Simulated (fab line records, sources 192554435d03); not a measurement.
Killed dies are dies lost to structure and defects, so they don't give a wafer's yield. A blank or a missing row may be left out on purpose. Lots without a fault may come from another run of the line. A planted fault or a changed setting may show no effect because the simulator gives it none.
A struck lot beside a sound one | flow n5_finfet | 38 steps out of a route of 1938
Sound: wafers L712.2, L712.4, L712.6. Struck: wafer L716.3. (L716.2 of the same lot was not struck and is left out.) The cause comes at the end.
At each step with rows: each side's tool, then ch and its chambers, then its first start. Under that, the readings that differ: sound wafers | struck wafers | difference of the means | sigmas: that difference in standard deviations of wafers without a fault.
alike: readings whose means differ by less than 2 such deviations, and words and numbers that are the same on both sides. not compared: withheld readings, readings that some wafer has no value for, bounds like >300 that may hide the same value, and numbers for which the record gives no deviation and whose values overlap.
The two part at a step that has a row with sigmas, a row that says differs or no value, or rows on one side only. Numbers that don't overlap but have no deviation are shown without sigmas and don't part them. A reading that every wafer of one side lacks parts them only if that side has two wafers or more.

first, 9 steps without rows for these wafers: N5_BEOL_M4_ANNEAL_95 (time 240 s); N5_BEOL_M4_SPUTTER_96 (material Cu, target thk 4.5 nm, time 8.29 s); N5_BEOL_M4_ECD_50 (material Cu, target thk 300 nm); N5_BEOL_M4_ANNEAL_51 (time 90 s); N5_BEOL_M4_CMP_52 (polishes, stops on SiOC, t overpolish 6.8 s, target thk 40 nm); N5_BEOL_M4_PRE_CLEAN_60 (time 15 s); N5_BEOL_M4_CO_CAP_55 (material Co, precursor CCTBA/H2, target thk 2 nm, time 102.1 s); N5_BEOL_M4_PRE_CLEAN_56 (time 15 s); N5_BEOL_M4_DEP_57 (deposits SiCN from 3MS/NH3, target thk 8 nm, time 14 s).
N5_BEOL_M4_RC_MEAS_101:
  sound on prober-01 ch 0, day 10 03:08; struck on prober-01 ch 0, day 11 14:52
  reading        | sound          | struck | difference | sigmas
  DIBL_N (mV/V)  | 37.4 37.6 35.2 | 40.7   | +4.0       | +2
  IOFF_P (nA/um) | 0.25 0.24 0.20 | 0.41   | +0.18      | +4
  SS_N (mV/dec)  | 71.2 72.0 70.3 | 73.0   | +1.8       | +3
  SS_P (mV/dec)  | 73.8 73.3 72.8 | 75.3   | +2.0       | +3
  VT_P (mV)      | -248 -250 -250 | -240   | +9         | +3
  alike: DIBL_P, IOFF_N, ION_N, ION_P, VT_N
then, 24 steps without rows for these wafers: N5_BEOL_M5_ILD_DEP_00 (deposits SiCOH lowk from DEMS/porogen, target thk 140.64 nm, time 25.9 s); N5_BEOL_M5_CURE_79 (cures SiCOH lowk, time 240 s); N5_BEOL_M5_PECVD_70 (deposits SiO2 from TEOS/O2, target thk 16 nm, time 18 s); N5_BEOL_M5_HM_DEP_02 (deposits TiN, target thk 20 nm); N5_BEOL_M5_COAT_59 (time 60 s, resist thk 60 nm); N5_BEOL_M5_COAT_60 (time 60 s, resist thk 12 nm); N5_BEOL_M5_COAT_71 (time 60 s, resist thk 5 nm); N5_BEOL_M5_COAT_05 (resist thk 30 nm); N5_BEOL_M5_EBR_07; N5_BEOL_M5_SOFTBAKE_06 (time 60 s); N5_BEOL_M5_EXPOSE_08 (exposes mask M5, target cd 28 nm); N5_BEOL_M5_PEB_09 (peb time 60 s); N5_BEOL_M5_DEVELOP_10 (develop time 30 s); N5_BEOL_M5_DESCUM_16 (chemistry O2, time 7 s); N5_BEOL_M5_ETCH_72 (etches underlayer in N2/H2, target depth 6.5 nm, time 5.2 s); N5_BEOL_M5_ETCH_61 (etches SiARC in CF4, target depth 15.6 nm, time 26 s); N5_BEOL_M5_ETCH_62 (etches SOC in N2/H2, target depth 75 nm, overetch 15 nm, time 112.5 s); N5_BEOL_M5_STRIP_63 (strips in N2/H2); N5_BEOL_M5_STRIP_73 (strips in N2/H2); N5_BEOL_M5_STRIP_64 (strips in CF4); N5_BEOL_M5_HM_OPEN_17 (chemistry Cl2/BCl3, target TiN, target depth 20 nm, overetch 6 nm); N5_BEOL_M5_STRIP_19 (strips in O2); N5_BEOL_M5_COAT_65 (time 60 s, resist thk 60 nm); N5_BEOL_M5_COAT_66 (time 60 s, resist thk 12 nm).
-- the record jumps here: 3 days lie between the struck wafers' starts before and after (it left off in module BEOL_M5 and takes up again in module BEOL_M12, whose first step shown is number 1653 of the route) --
N5_BEOL_M12_CMP_49: polishes, stops on SiOC, t overpolish 20.6 s, target thk 320 nm.
  sound on cmp-02 ch 1,2,3, day 13 13:16; struck on cmp-02 ch 1, day 15 01:17
  reading                      | sound                | struck | difference | sigmas
  barrier_field_endpoint_s (s) | 30.4 30.0 30.7       | 62.3   | +31.9      | +46
  overpolish_run_s (s)         | 20.617 20.621 20.604 | 3.946  | -16.668    | -99 or more
  alike: motor_current_A, slurry_flow_ml_min
  not compared: pad_life_wafers
N5_BEOL_M12_THK_MEAS_50: measures by xrf.
  sound on film_metro-02, day 13 13:29; struck on film_metro-02, day 15 01:34
  reading      | sound       | struck | difference | sigmas
  M12_THK (nm) | 315 323 315 | 625    | +307       | +56
N5_BEOL_M12_INSPECT_55: inspects for defects (darkfield).
  sound on defect_inspect-02, day 13 13:39; struck on defect_inspect-01, day 15 01:43
  reading          | sound    | struck | difference | sigmas
  raw_defect_count | 41 73 32 | 4866   | +4817      | +99 or more
N5_PASSIVATION_PROBE_49:
  sound on prober-01, day 15 07:01; struck on prober-01, day 16 12:52
  reading                  | sound          | struck | difference | sigmas
  defect_limited_yield (%) | 90.8 90.4 91.5 | 0      | -91        | -76
  killed_at_M4_up          | 17 14 18       | 1088   | +1072      | +99 or more
  killed_dies              | 108 113 100    | 1180   | +1073      | +72
  killed_on_rim            | 10 16 14       | 152    | +139       | +39
  sort_n_pass              | 1072 1067 1080 | 0      | -1073      | -72
  sort_yield_pct (%)       | 90.8 90.4 91.5 | 0      | -91        | -76
  alike: killed_at_M0_to_M3, killed_at_contacts, killed_at_front_end, killed_at_other, killed_open, killed_short, sort_bin_5_function, sort_bin_6_memory

WHERE THEY PART
First at N5_BEOL_M4_RC_MEAS_101; last, within this record, at N5_PASSIVATION_PROBE_49.

WHY: what the simulator had put in
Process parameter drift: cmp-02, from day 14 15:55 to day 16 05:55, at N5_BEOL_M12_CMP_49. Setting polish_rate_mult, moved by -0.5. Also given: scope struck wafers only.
